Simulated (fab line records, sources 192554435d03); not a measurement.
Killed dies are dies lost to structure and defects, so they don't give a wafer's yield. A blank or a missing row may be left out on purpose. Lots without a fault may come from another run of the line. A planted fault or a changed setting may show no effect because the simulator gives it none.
fab line records | flow n5_finfet
record lots=6 wafers=18 last_day=17
route steps=1938 shown BEOL_M2@871 BEOL_M4@1111 PASSIVATION@1936
lots that met no fault: from a run of the same line without faults
start_h: hours from the record's first day to the start of the lot's first wafer shown | wait_h: hours since the lot's step before | " the same as in the row above | L1.1+2: a row that stands for several wafers | - no value, or no start given | * or withheld: withheld | < > ~ a bound
route shown NAME@n: a module of which the file shows steps, and the number in the route of the first | usual: mean/standard deviation of fault-free wafers | same: alike in all rows | chamber/n: place in a boat | sites: the reading at each site | _std_site: their standard deviation | _edge_site: outer sites' mean less inner sites' | radius_mm: how far each site lies from the wafer's centre | mask NAME#n: copy n | behind: the tool/chamber that last shaped the wafer | hold: why the lot was held/for how many hours/how that ended | device: the transistor (n, p or np) that didn't switch | end of line: the same wafers' tests at the end of the route | a step without rows: its recipe alone | killed: dies lost to structure and defects at the first sort, not the wafer's yield | map: a wafer's dies, x killed, . not, _ none there
set.NAME: the setting as run; set.NAME@STEP: as run at that earlier step | model.NAME: the simulator's own value behind a step, which no gauge read
lots at some steps of the route; a table a step, a row a wafer
services: from which hour (start_h, from the record's first day; less than 0 if before it) a tool's chamber was out of use, for how many hours, and why
## steps
# step N5_BEOL_M2_EBR_24
# recipe solvent=PGMEA ebr_width_mm=1.5
# step N5_BEOL_M2_SOFTBAKE_23
# recipe temp_c=110 time_s=60 resist=CAR-EUV
# step N5_BEOL_M2_EXPOSE_25
# recipe mask_id=V1 na=0.33 source_shape=quasar sigma_inner=0.2 sigma_outer=0.8 polarization=unpolarized defocus_nm=5 dose_mj=63
# step N5_BEOL_M2_PEB_26
# recipe peb_temp_c=100 peb_time_s=60 resist=CAR-EUV
# step N5_BEOL_M2_DEVELOP_27
# recipe develop_time_s=30 developer=TMAH resist=CAR-EUV rinse_liquid=surfactant_rinse dry=air_spin dev_temp_c=23
# step N5_BEOL_M2_CD_MEAS_28
# recipe target_cd_nm=26.2 landing_energy_ev=500 detector=se_inlens target_cd_y_nm=24.1 polarity=opening
# usual cd_nm=26.20/0.23
# same landing_energy_ev=500
# columns lot.wafer tool chamber start_h wait_h cd_nm
L593.1 cd_sem-02 0 191.24 - 26.10
L593.2 " 0 " " 26.36
L593.4 " 0 " " 26.16
L592.2 cd_sem-02 0 200.45 - 26.27
L592.5 " 0 " " 26.07
L592.6 " 0 " " 25.88
L597.2 cd_sem-03 0 238.02 - 25.70
L597.4 " 0 " " 26.13
L597.5 " 0 " " 26.45
L600.2 cd_sem-02 0 241.30 - 26.17
L600.5 " 0 " " 26.38
L600.6 " 0 " " 25.75
L602.2 cd_sem-03 0 247.42 - 26.61
L602.3 " 0 " " 26.41
L602.5 " 0 " " 26.50
L605.1 cd_sem-03 0 252.68 - 26.12
L605.2 " 0 " " 25.92
L605.4 " 0 " " 26.17
# step N5_BEOL_M2_OVL_MEAS_29
# recipe points_per_wafer=522
# usual V1_OVL=-0.1/0.63
# same points_per_wafer=522
# columns lot.wafer tool chamber start_h wait_h V1_OVL[nm]
L593.1 overlay-02 0 191.27 0.0 0.2
L593.2 " 0 " " -0.5
L593.4 " 0 " " 0.7
L592.2 overlay-02 0 200.49 0.0 0.0
L592.5 " 0 " " -0.6
L592.6 " 0 " " -0.4
L597.2 overlay-02 0 238.06 0.0 0.1
L597.4 " 0 " " -0.1
L597.5 " 0 " " -0.9
L600.2 overlay-01 0 241.33 0.0 -0.2
L600.5 " 0 " " 0.3
L600.6 " 0 " " -0.2
L602.2 overlay-02 0 247.46 0.0 0.0
L602.3 " 0 " " -0.5
L602.5 " 0 " " 0.1
L605.1 overlay-01 0 252.71 0.0 -1.2
L605.2 " 0 " " -1.2
L605.4 " 0 " " -0.8
# step N5_BEOL_M2_INSPECT_30
# recipe mode=adi inspect_instrument=brightfield
# usual raw_defect_count=456/100
# columns lot.wafer tool chamber start_h wait_h raw_defect_count
L593.1 defect_inspect-01 - 191.33 0.1 485
L593.2 " - " " 410
L593.4 " - " " 405
L592.2 defect_inspect-02 - 200.54 0.0 478
L592.5 " - " " 437
L592.6 " - " " 451
L597.2 defect_inspect-01 - 238.11 0.0 483
L597.4 " - " " 536
L597.5 " - " " 369
L600.2 defect_inspect-02 - 241.39 0.0 422
L600.5 " - " " 388
L600.6 " - " " 447
L602.2 defect_inspect-02 - 247.51 0.0 527
L602.3 " - " " 404
L602.5 " - " " 434
L605.1 defect_inspect-01 - 252.77 0.1 445
L605.2 " - " " 365
L605.4 " - " " 528
# step N5_BEOL_M2_DESCUM_33
# recipe chemistry=O2 time_s=7 source_power_w=50 bias_power_w=20 pressure_mtorr=20 rf_frequency_hz=2.712e+07 temp_c=40 resist=CAR-EUV o2_flow_sccm=225
# usual bias_power_w=20.00/0.06 drypump_motor_current_A=5.7/0.41 oes_product_au=0.80/0.099 rf_vpp_V=243.3/1.5 showerhead_plenum_p_Torr=2.10/0.075 throttle_valve_pct=20.46/0.25
# columns lot.wafer tool chamber start_h wait_h bias_power_w drypump_motor_current_A oes_product_au rf_hours_counter_h rf_vpp_V showerhead_plenum_p_Torr throttle_valve_pct
L593.1 rie_diel-01 3 191.36 0.0 19.95 5.5 0.73 197 242.6 2.09 20.54
L593.2 " 0 " " 19.99 5.5 0.73 180 244.3 2.15 20.35
L593.4 " 1 " " 19.94 5.4 0.71 220 241.6 2.00 21.07
L592.2 rie_diel-03 0 200.57 0.0 20.12 5.3 0.72 190 240.1 2.01 20.60
L592.5 " 0 " " 20.05 5.3 0.73 - 241.6 2.01 20.57
L592.6 " 3 " " 20.14 6.6 0.81 - 245.5 2.20 20.22
L597.2 rie_diel-01 2 238.49 0.4 20.02 5.8 0.68 224 241.8 2.07 20.63
L597.4 " 3 " " 20.01 5.5 0.72 214 244.5 2.08 20.56
L597.5 " 3 " " 19.95 5.5 0.71 - 242.9 2.08 20.55
L600.2 rie_diel-01 2 241.42 0.0 20.00 5.8 0.67 225 243.2 2.07 20.62
L600.5 " 0 " " 19.96 5.5 0.72 - 243.8 2.15 20.38
L600.6 " 1 " " 20.03 5.3 0.68 - 241.6 1.99 21.10
L602.2 rie_diel-06 1 247.54 0.0 20.01 5.5 0.88 36 243.1 2.02 19.92
L602.3 " 2 " " 19.92 5.3 0.92 21 242.7 2.15 20.32
L602.5 " 0 " " 19.94 6.5 0.75 - 241.0 2.02 20.55
L605.1 rie_diel-03 2 252.80 0.0 19.96 5.7 0.89 37 245.2 2.21 20.38
L605.2 " 0 " " 20.14 5.3 0.72 207 240.3 2.01 20.60
L605.4 " 3 " " 19.94 6.6 0.80 100 245.0 2.19 20.26
# step N5_BEOL_M2_ETCH_77
# recipe chemistry=N2/H2 target=underlayer target_depth_a=65 mask_material=CAR-EUV time_s=5.2 ion_energy_ev=200 pressure_mtorr=30 source_w=840 bias_w=150 n2_flow_sccm=200 h2_flow_sccm=200 ends=cleared
# usual drypump_motor_current_A=5.7/0.41 etch_rf_on_time_s=5.23/0.11 oes_product_au=0.68/0.084 rf_vpp_V=524/3 showerhead_plenum_p_Torr=2.55/0.098 throttle_valve_pct=17.90/0.26
# columns lot.wafer tool chamber start_h wait_h drypump_motor_current_A etch_rf_on_time_s oes_product_au rf_hours_counter_h rf_vpp_V showerhead_plenum_p_Torr throttle_valve_pct
L593.1 rie_diel-01 3 191.40 0.0 5.5 5.17 0.62 197 521 2.51 17.83
L593.2 " 0 " " 5.5 5.33 0.62 180 524 2.64 17.99
L593.4 " 1 " " 5.3 5.16 0.60 220 520 2.41 18.38
L592.2 rie_diel-03 0 200.61 0.0 5.3 5.16 0.60 190 520 2.42 17.90
L592.5 " 0 " " 5.4 5.16 0.61 - 520 2.42 17.90
L592.6 " 3 " " 6.6 5.39 0.69 - 528 2.66 17.52
L597.2 rie_diel-01 2 238.53 0.0 5.8 5.40 0.57 224 523 2.52 18.02
L597.4 " 3 " " 5.5 5.22 0.60 214 526 2.50 17.85
L597.5 " 3 " " 5.5 5.21 0.61 - 524 2.50 17.84
L600.2 rie_diel-01 2 241.45 0.0 5.8 5.43 0.58 225 524 2.52 18.04
L600.5 " 0 " " 5.5 5.36 0.60 - 526 2.63 18.03
L600.6 " 1 " " 5.3 5.20 0.60 - 520 2.40 18.44
L602.2 rie_diel-06 1 247.58 0.0 5.4 5.16 0.75 36 521 2.49 17.51
L602.3 " 2 " " 5.4 5.21 0.77 21 523 2.59 17.66
L602.5 " 0 " " 6.5 5.30 0.63 - 519 2.44 17.87
L605.1 rie_diel-03 2 252.83 0.0 5.7 5.16 0.75 37 529 2.70 17.89
L605.2 " 0 " " 5.3 5.18 0.61 207 520 2.41 17.90
L605.4 " 3 " " 6.6 5.32 0.68 100 528 2.66 17.56
# step N5_BEOL_M2_ETCH_69
# recipe chemistry=CF4 target=SiARC target_depth_a=156 mask_material=CAR-EUV time_s=26 ion_energy_ev=80 pressure_mtorr=40 source_w=545 bias_w=36 Ar_flow_sccm=100 cf4_flow_sccm=100 ends=cleared
# usual drypump_motor_current_A=5.7/0.41 etch_rf_on_time_s=26.2/0.56 oes_product_au=0.68/0.084 rf_vpp_V=184.2/1.3 showerhead_plenum_p_Torr=2.15/0.079 throttle_valve_pct=15.63/0.25
# columns lot.wafer tool chamber start_h wait_h drypump_motor_current_A etch_rf_on_time_s oes_product_au rf_hours_counter_h rf_vpp_V showerhead_plenum_p_Torr throttle_valve_pct
L593.1 rie_diel-01 3 191.41 0.0 5.5 25.9 0.62 197 184.1 2.11 15.57
L593.2 " 0 " " 5.5 26.7 0.61 180 186.3 2.22 15.69
L593.4 " 1 " " 5.3 25.6 0.61 220 182.7 2.04 16.13
L592.2 rie_diel-03 0 200.62 0.0 5.4 26.0 0.61 190 180.9 2.05 15.71
L592.5 " 0 " " 5.3 26.0 0.61 - 184.5 2.05 15.70
L592.6 " 3 " " 6.6 27.0 0.69 - 187.1 2.24 15.37
L597.2 rie_diel-01 2 238.55 0.0 5.8 26.7 0.58 224 182.8 2.12 15.81
L597.4 " 3 " " 5.5 26.0 0.61 214 183.8 2.10 15.60
L597.5 " 3 " " 5.5 26.2 0.61 - 184.2 2.10 15.60
L600.2 rie_diel-01 2 241.47 0.0 5.8 27.1 0.58 225 183.5 2.12 15.81
L600.5 " 0 " " 5.5 26.8 0.60 - 185.4 2.22 15.70
L600.6 " 1 " " 5.3 26.0 0.59 - 184.2 2.03 16.17
L602.2 rie_diel-06 1 247.59 0.0 5.5 26.0 0.75 36 184.1 2.08 15.15
L602.3 " 2 " " 5.3 26.0 0.77 21 185.7 2.18 15.32
L602.5 " 0 " " 6.5 26.9 0.63 - 181.4 2.07 15.72
L605.1 rie_diel-03 2 252.85 0.0 5.7 25.7 0.75 37 185.7 2.27 15.62
L605.2 " 0 " " 5.3 26.3 0.60 207 182.2 2.04 15.74
L605.4 " 3 " " 6.6 26.8 0.68 100 185.2 2.23 15.43
# step N5_BEOL_M2_ALD_98
# recipe material=SiO2 target_thk_a=25 temp_c=100 ald_precursor_family=BDEAS ald_co_reactant=O2-plasma pulse_time_s=1 co_reactant_pulse_time_s=1 purge_time_s=2 co_reactant_purge_time_s=2 ald_cycles=17 pressure_torr=2
# usual heater_power_w=80/6.7 precursor_pulse_height_rel=0.999/0.02
# same co_reactant_purge_time_s=2 pulse_time_s=1
# columns lot.wafer tool chamber start_h wait_h heater_power_w precursor_pulse_height_rel
L593.1 ald_sin-01 2 191.56 0.1 81 0.984
L593.2 " 1 " " 74 0.997
L593.4 " 0 " " 90 0.995
L592.2 ald_sin-01 3 200.71 0.1 80 0.982
L592.5 " 2 " " 83 0.987
L592.6 " 3 " " 80 0.994
L597.2 ald_sin-03 0 238.81 0.2 71 0.975
L597.4 " 1 " " 73 0.997
L597.5 " 3 " " 69 0.980
L600.2 ald_sin-02 2 241.55 0.1 84 1.034
L600.5 " 3 " " 87 1.019
L600.6 " 0 " " 89 1.007
L602.2 ald_sin-02 2 247.68 0.1 86 0.997
L602.3 " 0 " " 91 1.039
L602.5 " 3 " " 88 1.028
L605.1 ald_sin-02 2 253.05 0.2 83 1.000
L605.2 " 1 " " 77 0.986
L605.4 " 3 " " 90 1.020
# step N5_BEOL_M2_ETCHBACK_99
# recipe chemistry=CHF3 target=SiO2 target_depth_a=50 time_s=10.4 source_w=215 bias_w=47 Ar_flow_sccm=200 CHF3_flow_sccm=12 ion_energy_ev=100 pressure_mtorr=30
# usual drypump_motor_current_A=5.6/0.36 oes_ar_750_au=0.76/0.083 oes_product_au=0.76/0.088 rf_vpp_V=241/3.4 showerhead_plenum_p_Torr=2.14/0.08 throttle_valve_pct=17.17/0.25
# columns lot.wafer tool chamber start_h wait_h drypump_motor_current_A oes_ar_750_au oes_product_au rf_hours_counter_h rf_vpp_V showerhead_plenum_p_Torr throttle_valve_pct model.CAR-EUV_of_BEOL_M2_COAT_22.thk_nm
L593.1 rie_diel-01 0 193.32 1.7 5.5 0.72 0.73 180 243 2.23 17.11 10.4
L593.2 " 3 " " 5.5 0.71 0.73 198 242 2.13 17.05 10.4
L593.4 " 1 " " 5.3 0.71 0.70 221 237 2.04 17.60 10.4
L592.2 rie_diel-01 0 210.31 9.6 5.5 0.72 0.73 187 242 2.23 17.13 10.4
L592.5 " 1 " " 5.3 0.71 0.69 - 239 2.04 17.61 10.4
L592.6 " 0 " " 5.5 0.72 0.72 - 243 2.23 17.13 10.2
L597.2 rie_diel-01 1 242.40 3.6 5.3 0.70 0.93 237 240 2.04 17.64 10
L597.4 " 0 " " 5.5 0.71 0.71 198 242 2.23 17.16 10.6
L597.5 " 1 " " 5.4 0.70 0.68 - 237 2.04 17.63 10.4
L600.2 rie_diel-03 0 247.16 5.6 5.3 0.71 0.70 205 242 2.05 17.16 10.4
L600.5 " 3 " " 6.6 0.81 0.79 - 246 2.26 16.93 10.4
L600.6 " 0 " " 5.3 0.70 0.71 - 241 2.05 17.18 10.4
L602.2 rie_diel-01 0 255.38 7.7 5.5 0.71 0.95 203 241 2.23 17.18 10
L602.3 " 1 " " 5.3 0.70 0.93 242 238 2.04 17.65 10
L602.5 " 3 " " 5.5 0.71 0.70 - 241 2.12 17.09 10.4
L605.1 rie_diel-03 2 267.98 14.9 5.8 0.86 0.87 42 243 2.29 17.14 10.4
L605.2 " 1 " " 5.7 0.96 0.96 15 240 2.22 17.14 10.4
L605.4 " 3 " " 6.6 0.80 0.79 106 244 2.26 16.95 10.4
# step N5_BEOL_M2_ETCH_70
# recipe chemistry=N2/H2 target=SOC target_depth_a=800 overetch_a=240 mask_material=SiARC temp_c=40 time_s=130 ion_energy_ev=200 pressure_mtorr=30 source_w=840 bias_w=150 n2_flow_sccm=200 h2_flow_sccm=200
# usual drypump_motor_current_A=5.6/0.36 oes_product_au=0.56/0.061 rf_vpp_V=523.5/2.7 showerhead_plenum_p_Torr=2.53/0.093 throttle_valve_pct=17.92/0.25
# columns lot.wafer tool chamber start_h wait_h drypump_motor_current_A oes_product_au rf_hours_counter_h rf_vpp_V showerhead_plenum_p_Torr throttle_valve_pct
L593.1 rie_diel-01 0 193.36 0.0 5.5 0.54 180 525.7 2.64 17.95
L593.2 " 3 " " 5.5 0.53 198 522.1 2.51 17.78
L593.4 " 1 " " 5.4 0.52 221 520.9 2.41 18.36
L592.2 rie_diel-01 0 210.34 0.0 5.5 0.54 187 527.1 2.64 17.96
L592.5 " 1 " " 5.3 0.52 - 519.5 2.41 18.37
L592.6 " 0 " " 5.5 0.53 - 527.1 2.64 17.96
L597.2 rie_diel-01 1 242.44 0.0 5.4 0.51 237 518.1 2.40 18.40
L597.4 " 0 " " 5.5 0.53 198 525.8 2.63 17.97
L597.5 " 1 " " 5.3 0.51 - 520.6 2.40 18.39
L600.2 rie_diel-03 0 247.20 0.0 5.3 0.53 205 520.1 2.41 17.88
L600.5 " 3 " " 6.6 0.59 - 528.4 2.66 17.50
L600.6 " 0 " " 5.3 0.53 - 519.9 2.41 17.88
L602.2 rie_diel-01 0 255.41 0.0 5.5 0.53 203 527.6 2.63 17.99
L602.3 " 1 " " 5.3 0.51 242 518.3 2.40 18.40
L602.5 " 3 " " 5.5 0.53 - 522.4 2.50 17.83
L605.1 rie_diel-03 2 268.02 0.0 5.7 0.64 42 528.2 2.69 17.85
L605.2 " 1 " " 5.7 0.69 16 525.4 2.62 17.98
L605.4 " 3 " " 6.6 0.59 106 526.0 2.65 17.52
# step N5_BEOL_M4_RC_MEAS_101
# usual DIBL_N=36.4/1.6 DIBL_P=36.2/1.8 IOFF_N=0.159/0.029 IOFF_P=0.21/0.034 ION_N=670/12 ION_P=459/8.2 SS_N=71.5/0.59 SS_P=73.2/0.54 VT_N=250/3.3 VT_P=-250/3.7
# columns lot.wafer tool chamber start_h wait_h DIBL_N[mV/V] DIBL_P[mV/V] IOFF_N[nA/um] IOFF_P[nA/um] ION_N[uA/um] ION_P[uA/um] SS_N[mV/dec] SS_P[mV/dec] VT_N[mV] VT_P[mV]
L593.1 prober-01 0 224.96 0.0 35.6 33.0 0.129 0.18 671 460 71.4 72.4 252 -250
L593.2 " 0 " " 38.1 36.9 0.188 0.24 691 471 72.2 74.2 246 -248
L593.4 " 0 " " 38.4 37.0 0.182 0.25 682 470 72.2 73.6 248 -245
L592.2 prober-01 0 256.75 0.2 36.7 37.9 0.171 0.21 669 454 72.5 73.3 248 -252
L592.5 " 0 " " 34.8 35.3 0.136 0.16 661 447 71.7 72.5 253 -255
L592.6 " 0 " " 36.0 37.3 0.160 0.19 670 452 71.4 72.8 249 -256
L597.2 prober-02 0 278.40 0.2 37.9 37.1 0.174 0.22 672 456 72.0 73.4 250 -252
L597.4 " 0 " " 36.1 34.8 0.153 0.19 667 451 71.5 72.8 250 -254
L597.5 " 0 " " 37.7 36.0 0.163 0.21 670 458 72.4 73.5 249 -250
L600.2 prober-01 0 288.18 0.2 34.9 34.8 0.139 0.19 677 461 71.3 73.2 251 -253
L600.5 " 0 " " 36.2 37.2 0.160 0.23 679 470 70.8 74.1 247 -248
L600.6 " 0 " " 35.3 35.4 0.146 0.19 666 459 70.5 73.4 250 -250
L602.2 prober-01 0 290.46 0.2 36.5 37.1 0.165 0.23 676 465 70.7 73.9 249 -245
L602.3 " 0 " " 37.3 39.1 0.171 0.25 663 459 71.2 74.0 250 -249
L602.5 " 0 " " 36.2 37.5 0.159 0.23 673 471 70.4 72.7 250 -246
L605.1 prober-02 0 310.94 0.0 37.1 37.5 0.159 0.17 675 452 71.4 72.2 250 -256
L605.2 " 0 " " 38.1 38.0 0.164 0.18 668 445 71.3 73.0 249 -256
L605.4 " 0 " " 37.7 37.7 0.155 0.17 675 447 72.1 72.6 251 -258
# step N5_PASSIVATION_PROBE_49
# usual defect_limited_yield=91.1/1.5 killed_at_M0_to_M3=33/9.9 killed_at_M4_up=14/5.2 killed_at_contacts=12/6.7 killed_at_front_end=43/13 killed_at_other=3.4/2.7 killed_dies=105/17 killed_open=69/13 killed_short=33/7.5 sort_bin_5_function=5.2/0.91 sort_bin_6_memory=3.3/0.71 sort_n_pass=1075/17 sort_yield_pct=91.1/1.5
# same gross_dies=1180 killed_at_back_side=0 sort_bin_4_leakage[%]=0 sort_bin_8_speed[%]=0
# columns lot.wafer tool chamber start_h wait_h defect_limited_yield[%] killed_at_M0_to_M3 killed_at_M4_up killed_at_contacts killed_at_front_end killed_at_other killed_dies killed_open killed_short sort_bin_5_function[%] sort_bin_6_memory[%] sort_n_pass sort_yield_pct[%]
L597.2 prober-01 - 373.33 0.1 89.8 19 11 10 73 7 120 78 41 6.7 3.1 1060 89.8
L597.4 prober-01 - 373.43 0.2 89.1 27 17 8 75 2 129 76 46 6.0 3.8 1051 89.1
L597.5 prober-01 - 373.48 0.2 92.4 22 13 7 45 3 90 60 27 4.1 3.2 1090 92.4
# killed by level:class
L597.2 STI_FIN_REVEAL:geometric_particle:open=21 FIN_SAQP:geometric_particle:short=21 FIN_SAQP:geometric_particle:open=12 MOL_CONTACT_COAG:geometric_particle:open=8 DUMMY_GATE:geometric_particle:open=7 STI_FIN_REVEAL:geometric_particle:short=5 BEOL_M3:geometric_particle:open=5 BEOL_M4:geometric_particle:open=5
L597.4 STI_FIN_REVEAL:geometric_particle:open=20 FIN_SAQP:geometric_particle:short=17 FIN_SAQP:geometric_particle:open=13 STI_FIN_REVEAL:geometric_particle:short=8 MOL_CONTACT_COAG:geometric_particle:open=7 HKMG_FIN:area_etch=6 BEOL_M0_SAQP:geometric_particle:open=5 BEOL_M4:geometric_particle:open=5
L597.5 STI_FIN_REVEAL:geometric_particle:open=9 FIN_SAQP:geometric_particle:open=8 BEOL_M3:geometric_particle:open=7 DUMMY_GATE:geometric_particle:open=7 MOL_CONTACT_COAG:geometric_particle:open=7 FIN_SAQP:geometric_particle:short=6 STI_FIN_REVEAL:geometric_particle:short=5 BEOL_M0_SAQP:geometric_particle:short=5
## services
# columns tool chamber start_h hours kind
ald_sin-03 - 177.52 14.0 pm
ald_sin-03 0 177.52 14.0 vent_cycle
ald_sin-03 1 177.52 14.0 vent_cycle
ald_sin-03 2 177.52 14.0 vent_cycle
ald_sin-03 3 177.52 14.0 vent_cycle
rie_diel-03 2 177.94 5.5 repair
rie_diel-03 1 183.66 - clean
rie_diel-03 1 183.66 - consumable_replace:focus_ring
rie_diel-03 1 183.66 31.7 scheduled_down
rie_diel-03 1 183.66 31.7 vent_cycle
ald_sin-03 0 191.52 - clean
ald_sin-03 1 191.52 - clean
ald_sin-03 2 191.52 - clean
ald_sin-03 3 191.52 - clean
rie_diel-06 0 200.50 16.6 repair
rie_diel-03 - 205.84 0.2 repair
ald_sin-03 0 209.43 8.8 repair
rie_diel-03 2 220.89 7.3 repair
rie_diel-06 2 254.76 7.2 repair
## key
first_sign none at tools or gauges
model_effect step=N5_BEOL_M2_ETCHBACK_99 value=CAR-EUV_of_BEOL_M2_COAT_22.thk_nm without=10.4 struck=10
met_at N5_BEOL_M2_ETCHBACK_99
struck_wafers L597.2,L602.2,L602.3
onset_between 210.31 242.40
fault kind=process_parameter_drift tool=rie_diel-01 chamber=- onset_h=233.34 steps=N5_BEOL_M2_ETCHBACK_99 channel=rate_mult offset=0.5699 shape=step end_h=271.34 scope=struck_wafers_only
